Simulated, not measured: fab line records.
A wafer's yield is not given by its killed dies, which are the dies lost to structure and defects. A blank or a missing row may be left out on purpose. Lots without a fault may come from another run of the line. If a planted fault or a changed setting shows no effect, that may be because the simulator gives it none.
One fault seen from 2 desks ; flow nandHarc ; only its own numbers are on each desk; what lay behind them is given at the end

== METROLOGY DESK ==
Means of the sampled wafers that have a number, per lot and without regard to the tool the lot ran on: this is what the gauges read. The brackets show how far a lot's mean lies from the usual mean; more than 4 standard deviations puts the lot out of limits, marked OUT.
Columns: A = cdNm at NHARC_P_BONDPAD_CD_MEAS_09, usual 498.7 nm; B = thkNm at NHARC_A_ONON_D1_THK_MEAS_14, usual 1001 nm; C = thkNm at NHARC_A_ONON_D1_THK_MEAS_21, usual 1000 nm
lot;first seen here;A;B;C
L343;day 7 13:38;500.1;1008;998
L344;day 7 14:42;498.1;1014;1017
L345;day 8 08:43;500.9;1011;1001
L346;day 8 14:28;498.3;1011;1003
L349;day 9 21:15;499.5;999;1006
L352;day 11 05:32;499.1;1010;924 (-7.7) OUT
L353;day 11 15:32;498.1;982;948 (-5.3) OUT
L358;day 13 19:36;497.5;983;1013
L359;day 13 21:23;496.9;999;1003
L360;day 14 10:55;498.9;1000;1012
L362;day 15 03:12;500.1;1002;1010
L361;day 15 03:42;497.0;1004;988
L363;day 15 16:12;499.6;979;1000
L364;day 16 12:37;496.4;1007;1010
Finding of this desk: L352, L353 out of limits; the first was L352 at day 12 18:59, on thkNm at NHARC_A_ONON_D1_THK_MEAS_21. In limits: L343, L344, L345, L346, L349, L358, L359, L360, L362, L361, L363, L364.

== THE DEFECT DESK ==
Inspection counts along the route, by lot: the mean over sampled wafers that carry a number. The brackets show how far a lot's mean lies from the usual mean; more than 4 standard deviations puts the lot out of limits, marked OUT.
Columns: A = rawDefectCount at NHARC_P_BONDPAD_INSPECT_23, usual 331
lot;first seen here;A
L343;day 7 16:26;416
L344;day 7 17:31;274
L345;day 8 11:54;388
L346;day 8 17:20;276
L349;day 10 00:10;365
L352;day 11 08:18;278
L353;day 11 18:19;240
L358;day 13 22:23;380
L359;day 14 00:09;261
L360;day 14 13:41;217
L362;day 15 05:59;500
L361;day 15 06:35;345
L363;day 15 19:00;329
L364;day 16 15:42;505
This desk's verdict: no lot among the 14 shows anything out of limits.

== TAKEN TOGETHER ==
At day 12 18:59 the metrology desk could have sounded an alarm, on L352, L353.
Nothing out of limits was seen by the defect desk.
The defect desk has L352, L353 on record, within its limits.
Of the lots named, all ran NHARC_A_ONON_D1_DEP_19 on pecvdOnon-04.

== WHAT WAS PUT IN BY THE SIMULATOR ==
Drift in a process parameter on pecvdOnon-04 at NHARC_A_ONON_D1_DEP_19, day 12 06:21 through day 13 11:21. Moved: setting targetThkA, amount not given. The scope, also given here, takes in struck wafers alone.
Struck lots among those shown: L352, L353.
Delay in hours, fault start to first out-of-limits reading, per desk: metrology desk 13.
